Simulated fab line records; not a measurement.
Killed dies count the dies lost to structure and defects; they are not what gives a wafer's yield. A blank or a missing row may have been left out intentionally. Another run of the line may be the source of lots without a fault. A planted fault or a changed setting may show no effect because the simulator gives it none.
Struck lot and sound lot, side by side -- flow n5 finfet -- 17 out of 1938 route steps
Sound: the wafers L498.1, L498.2, L498.4. Wafers struck: L502.3, L502.5, L502.6. Last of all comes the cause.
At each step with rows: each side's tool, then ch and its chambers, then its first start. Under that, the readings that differ: sound wafers -- struck wafers -- difference of the means -- sigmas: that difference in standard deviations of wafers without a fault.
alike: readings with means less than 2 such deviations apart, plus words and numbers identical on both sides. not compared: withheld readings, readings lacking a value on some wafer, bounds such as >300 that could conceal the same value, and numbers that have no deviation in the record and whose values overlap.
A row with sigmas, a row that says differs or no value, or rows on one side alone: a step with any of these is where the two part. Non-overlapping numbers with no deviation appear without sigmas and do not part them. A reading that every wafer of one side lacks parts them only if that side has two wafers or more.

first, 7 steps without rows for these wafers: N5_BEOL_M7_COAT_60 (time 60 s, resist thk 35 nm); N5_BEOL_M7_COAT_05 (resist thk 90 nm); N5_BEOL_M7_EBR_07; N5_BEOL_M7_SOFTBAKE_06 (time 60 s); N5_BEOL_M7_EXPOSE_08 (exposes mask M7); N5_BEOL_M7_PEB_09 (peb time 60 s); N5_BEOL_M7_DEVELOP_10 (develop time 30 s).
N5_BEOL_M7_CD_MEAS_11: the cd target is 38.5 nm.
  sound on cd sem-01 ch 0, day 12 19:58; struck on cd sem-03 ch 0, day 13 21:50
  alike: cd nm
N5_BEOL_M7_OVL_MEAS_12:
  sound on overlay-02 ch 0, day 12 19:59; struck on overlay-02 ch 0, day 13 21:52
  alike: M7_OVL
N5_BEOL_M7_INSPECT_13: inspects for defects (brightfield).
  sound on defect inspect-02, day 12 20:01; struck on defect inspect-02, day 13 21:53
  alike: raw defect count
N5_BEOL_M7_DESCUM_16: chemistry O2, time 7.9 s.
  sound on rie diel-03 ch 0,2,3, day 12 20:03; struck on rie diel-05 ch 0,3, day 13 21:55
  alike: drypump motor current A, oes product au, rf vpp V, showerhead plenum p Torr, throttle valve pct
  not compared: rf hours counter h
N5_BEOL_M7_ETCH_61: etches SiARC in CF4, target depth 45.5 nm, time 75.8 s.
  sound on rie diel-03 ch 0,2,3, day 12 20:05; struck on rie diel-05 ch 0,3, day 13 21:58
  alike: drypump motor current A, etch rf on time s, oes product au, rf fwd power W, rf vpp V, showerhead plenum p Torr, throttle valve pct
  not compared: rf hours counter h
N5_BEOL_M7_ETCH_62: etches SOC in N2/H2, target depth 110 nm, overetch 22 nm, time 165 s.
  sound on rie diel-03 ch 0,2,3, day 12 20:08; struck on rie diel-05 ch 0,3, day 13 22:01
reading,sound,struck,difference,sigmas
rf fwd power W (W),835.3 840.9 837.7,1034.6 1037.2 1035.1,+197.7,+76
rf vpp V (V),522.1 523.6 523.5,491.0 490.4 487.9,-33.3,-16
model.SiARC_of_BEOL_M7_COAT_60.thk nm (nm),28.4 28.6 28.4,27.4 27.4 27.6,-1.0,
  alike: drypump motor current A, oes product au, showerhead plenum p Torr, throttle valve pct
  not compared: rf hours counter h, model.BEOL_M7.cd offset nm
then, 1 step without rows for these wafers: N5_BEOL_M7_STRIP_68 (strips in N2/H2).
N5_BEOL_M7_STRIP_67: strips in CF4.
  sound on rie diel-03 ch 0,2,3, day 12 20:17; struck on rie diel-05 ch 0,3, day 13 22:10
  alike: drypump motor current A, oes product au, rf vpp V, showerhead plenum p Torr, throttle valve pct
  not compared: rf hours counter h
N5_BEOL_M7_HM_OPEN_17: chemistry Cl2/BCl3, target TiN, target depth 20 nm, overetch 6 nm.
  sound on rie metal-02 ch 0,1, day 12 20:20; struck on rie metal-01 ch 0,1, day 13 22:14
reading,sound,struck,difference,sigmas
model.BEOL_M7.cd offset nm (nm),0.2 0.2 0,0.4 0.8 0.8,+0.5,
  alike: drypump motor current A, oes product au, throttle valve pct
  not compared: rf hours counter h
N5_BEOL_M7_STRIP_19: strips in O2.
  sound on rie diel-04 ch 0,2,3, day 12 20:27; struck on rie diel-04 ch 0,2,3, day 13 22:22
  alike: drypump motor current A, oes product au, rf vpp V, showerhead plenum p Torr, throttle valve pct
  not compared: rf hours counter h

## WHERE THEY PART
At N5_BEOL_M7_ETCH_62 and nowhere else, as far as this record goes. Later steps at which nothing parts them and some readings are alike: N5_BEOL_M7_STRIP_67, N5_BEOL_M7_HM_OPEN_17, N5_BEOL_M7_STRIP_19.

WHY: the cause the simulator had injected
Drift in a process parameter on rie diel-05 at N5_BEOL_M7_ETCH_62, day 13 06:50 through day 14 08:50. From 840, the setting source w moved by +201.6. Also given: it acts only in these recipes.
